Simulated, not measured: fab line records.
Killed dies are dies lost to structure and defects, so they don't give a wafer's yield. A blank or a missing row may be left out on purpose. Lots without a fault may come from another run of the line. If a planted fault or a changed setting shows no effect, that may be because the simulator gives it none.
Which of the tools did it?    flow n5 finfet    Sampling: 12 lots, 36 wafers, 2 of 1938 route steps

WHAT THE GAUGES SHOWED, per wafer
N5_BEOL_M0_OCD_MEAS_108.
lot   measured      on      trench depth nm (nm)
L075  day 6 01:47   ocd-01  33.5 33.1 31.6
L077  day 6 16:53   ocd-01  32.8 32.6 31.7
L079  day 7 05:04   ocd-01  32.2 32.6 31.6
L081  day 7 17:21   ocd-01  32.6 33.2 31.9
L083  day 8 04:39   ocd-01  32.6 34.0 31.4
L085  day 8 22:11   ocd-01  31.5 33.6 33.6
L087  day 9 05:53   ocd-01  33.4 33.1 33.5
L089  day 9 19:08   ocd-02  33.0 32.2 33.8
L091  day 10 04:34  ocd-02  32.3 31.6 32.8
L093  day 10 13:29  ocd-02  33.3 33.4 32.7
L095  day 11 02:47  ocd-01  34.6 32.6 33.3
L097  day 11 16:19  ocd-02  33.3 32.3 32.0

WHAT TOOL EACH LOT RAN ON (gives the tool, then ch and the chambers of the sampled wafers, and finally the start)
lot   N5_BEOL_M0_SAQP_STRIP_75
L075  rie diel-04 ch 0,2,3, day 5 23:44
L077  rie diel-05 ch 2,3, day 6 14:17
L079  rie diel-04 ch 0,1, day 7 03:53
L081  rie diel-02 ch 0,3, day 7 15:48
L083  rie diel-02 ch 0,2, day 8 00:37
L085  rie diel-05 ch 0,2,3, day 8 15:51
L087  rie diel-02 ch 1,2,3, day 9 04:01
L089  rie diel-04 ch 2,3, day 9 17:15
L091  rie diel-02 ch 0,1,2, day 10 01:25
L093  rie diel-05 ch 1,2,3, day 10 10:38
L095  rie diel-04 ch 2,3, day 11 00:56
L097  rie diel-02 ch 0,1, day 11 08:00
- N5_BEOL_M0_SAQP_STRIP_75: strips in CF4.

THE ANSWER, worked out from the rows above alone
Rule: the lots themselves supply what counts as usual. Put in order of their means at a reading, lots are off if they are a third of the lots or fewer, leave a main group of 4 or more, and stand apart from it by a gap of 3 or more times the standard deviation of the main group's means; of several such gaps the widest counts. A main group whose means are all the same, to the digits that the tables above print for the reading, isn't used. A lot without any number at a reading at which 4 lots or more have one is off too. Where the step has rows for the other lots, those lots are counted as sound.
No lot is off on any of the readings shown, so nothing can be concluded from this.

WHAT WAS PUT IN BY THE SIMULATOR
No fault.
